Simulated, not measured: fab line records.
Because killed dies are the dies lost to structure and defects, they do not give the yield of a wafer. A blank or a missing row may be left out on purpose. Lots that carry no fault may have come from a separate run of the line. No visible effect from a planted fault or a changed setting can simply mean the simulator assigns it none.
Shared-tool check :: flow nandHarc :: Sampled: 13 lots, 39 wafers

== REASON IT WAS OPENED ==
On 1 of the 13 lots, a flag is raised at NHARC_P_ZERO_WELL_CD_MEAS_24 on the reading cdNm. Fault-free wafers read 720.2 nm, with a standard deviation of 1.6.
Rule: a lot is flagged when every wafer of it that has a number lies more than 4 standard deviations from that mean, or none has a number. The other lots count as sound.

lot: L668
measured: day 1 14:37
on: cdSem-03
cdNm (nm), wafer by wafer: 720.3 718.4 718.8
flag: 

lot: L669
measured: day 1 20:25
on: cdSem-02
cdNm (nm), wafer by wafer: 719.5 721.3 720.7
flag: 

lot: L670
measured: day 2 02:28
on: cdSem-02
cdNm (nm), wafer by wafer: 720.2 720.1 720.6
flag: 

lot: L671
measured: day 2 08:28
on: cdSem-03
cdNm (nm), wafer by wafer: 718.3 719.5 720.2
flag: 

lot: L672
measured: day 2 14:30
on: cdSem-02
cdNm (nm), wafer by wafer: 718.3 719.5 721.1
flag: 

lot: L675
measured: day 3 08:36
on: cdSem-03
cdNm (nm), wafer by wafer: 721.1 722.2 720.0
flag: 

lot: L678
measured: day 4 02:43
on: cdSem-02
cdNm (nm), wafer by wafer: 704.1 704.3 703.4
flag: FLAGGED

lot: L679
measured: day 4 08:38
on: cdSem-02
cdNm (nm), wafer by wafer: 721.6 723.0 723.0
flag: 

lot: L685
measured: day 5 20:36
on: cdSem-03
cdNm (nm), wafer by wafer: 721.0 721.0 720.3
flag: 

lot: L687
measured: day 6 08:35
on: cdSem-02
cdNm (nm), wafer by wafer: 722.3 723.7 722.5
flag: 

lot: L688
measured: day 6 14:29
on: cdSem-01
cdNm (nm), wafer by wafer: 718.5 718.6 718.7
flag: 

lot: L689
measured: day 6 20:28
on: cdSem-02
cdNm (nm), wafer by wafer: 719.6 721.2 723.1
flag: 

lot: L691
measured: day 7 08:37
on: cdSem-02
cdNm (nm), wafer by wafer: 718.7 720.3 718.3
flag: 
Average over the flagged lots: 703.9 nm; offset from the usual -16.3 nm, equal to -10 standard deviations.

== WHICH TOOL RAN EACH LOT ==
The record holds 1 process step before the reading, out of a route of 1159 steps. Each cell gives the tool, then ch followed by the chambers the sampled wafers passed through, then the start.
lot: L668
flag: 
NHARC_P_ZERO_WELL_EXPOSE_21: krfScanner-03 ch 0, day 1 14:28

lot: L669
flag: 
NHARC_P_ZERO_WELL_EXPOSE_21: krfScanner-03 ch 0, day 1 20:16

lot: L670
flag: 
NHARC_P_ZERO_WELL_EXPOSE_21: krfScanner-03 ch 0, day 2 02:19

lot: L671
flag: 
NHARC_P_ZERO_WELL_EXPOSE_21: krfScanner-03 ch 0, day 2 08:18

lot: L672
flag: 
NHARC_P_ZERO_WELL_EXPOSE_21: krfScanner-04 ch 0, day 2 14:20

lot: L675
flag: 
NHARC_P_ZERO_WELL_EXPOSE_21: krfScanner-03 ch 0, day 3 08:26

lot: L678
flag: FLAGGED
NHARC_P_ZERO_WELL_EXPOSE_21: krfScanner-04 ch 0, day 4 02:34

lot: L679
flag: 
NHARC_P_ZERO_WELL_EXPOSE_21: krfScanner-03 ch 0, day 4 08:29

lot: L685
flag: 
NHARC_P_ZERO_WELL_EXPOSE_21: krfScanner-04 ch 0, day 5 20:26

lot: L687
flag: 
NHARC_P_ZERO_WELL_EXPOSE_21: krfScanner-03 ch 0, day 6 08:26

lot: L688
flag: 
NHARC_P_ZERO_WELL_EXPOSE_21: krfScanner-03 ch 0, day 6 14:20

lot: L689
flag: 
NHARC_P_ZERO_WELL_EXPOSE_21: krfScanner-03 ch 0, day 6 20:19

lot: L691
flag: 
NHARC_P_ZERO_WELL_EXPOSE_21: krfScanner-04 ch 0, day 7 08:27
What is done by these steps:
- NHARC_P_ZERO_WELL_EXPOSE_21: exposes mask P NWELL, target cd 720 nm.
- NHARC_P_ZERO_WELL_CD_MEAS_24: target cd 720 nm.

== FLAGGED OVER TOTAL, TOOL BY TOOL (the gauges that took the reading come last) ==
step: NHARC_P_ZERO_WELL_EXPOSE_21
tool: krfScanner-03
lots run: 9
flagged: 0
share of the flagged lots: none
sound lots run after its first flagged lot: -

step: NHARC_P_ZERO_WELL_EXPOSE_21
tool: krfScanner-04
lots run: 4
flagged: 1
share of the flagged lots: all
sound lots run after its first flagged lot: 2 (L685,L691)

step: NHARC_P_ZERO_WELL_CD_MEAS_24
tool: cdSem-01
lots run: 1
flagged: 0
share of the flagged lots: none
sound lots run after its first flagged lot: -

step: NHARC_P_ZERO_WELL_CD_MEAS_24
tool: cdSem-02
lots run: 8
flagged: 1
share of the flagged lots: all
sound lots run after its first flagged lot: 4 (L679,L687,L689,L691)

step: NHARC_P_ZERO_WELL_CD_MEAS_24
tool: cdSem-03
lots run: 4
flagged: 0
share of the flagged lots: none
sound lots run after its first flagged lot: -

== WHAT THE TABLE PERMITS ==
In 2 table rows, all flagged lots were run: krfScanner-04 (NHARC_P_ZERO_WELL_EXPOSE_21), cdSem-02 (NHARC_P_ZERO_WELL_CD_MEAS_24).
- krfScanner-04 at NHARC_P_ZERO_WELL_EXPOSE_21: 1 of its 4 lots flagged. After the first flagged lot (L685, L691), sound lots still ran on it; a lasting fault on the whole tool would not permit that.
- cdSem-02 at NHARC_P_ZERO_WELL_CD_MEAS_24: 1 of its 8 lots flagged. After the first flagged lot (L679, L687, L689, L691), sound lots still ran on it; a lasting fault on the whole tool would not permit that.
There is no row in the table that ran each flagged lot and no sound lot after the first.

== WHAT HAD BEEN PUT IN BY THE SIMULATOR ==
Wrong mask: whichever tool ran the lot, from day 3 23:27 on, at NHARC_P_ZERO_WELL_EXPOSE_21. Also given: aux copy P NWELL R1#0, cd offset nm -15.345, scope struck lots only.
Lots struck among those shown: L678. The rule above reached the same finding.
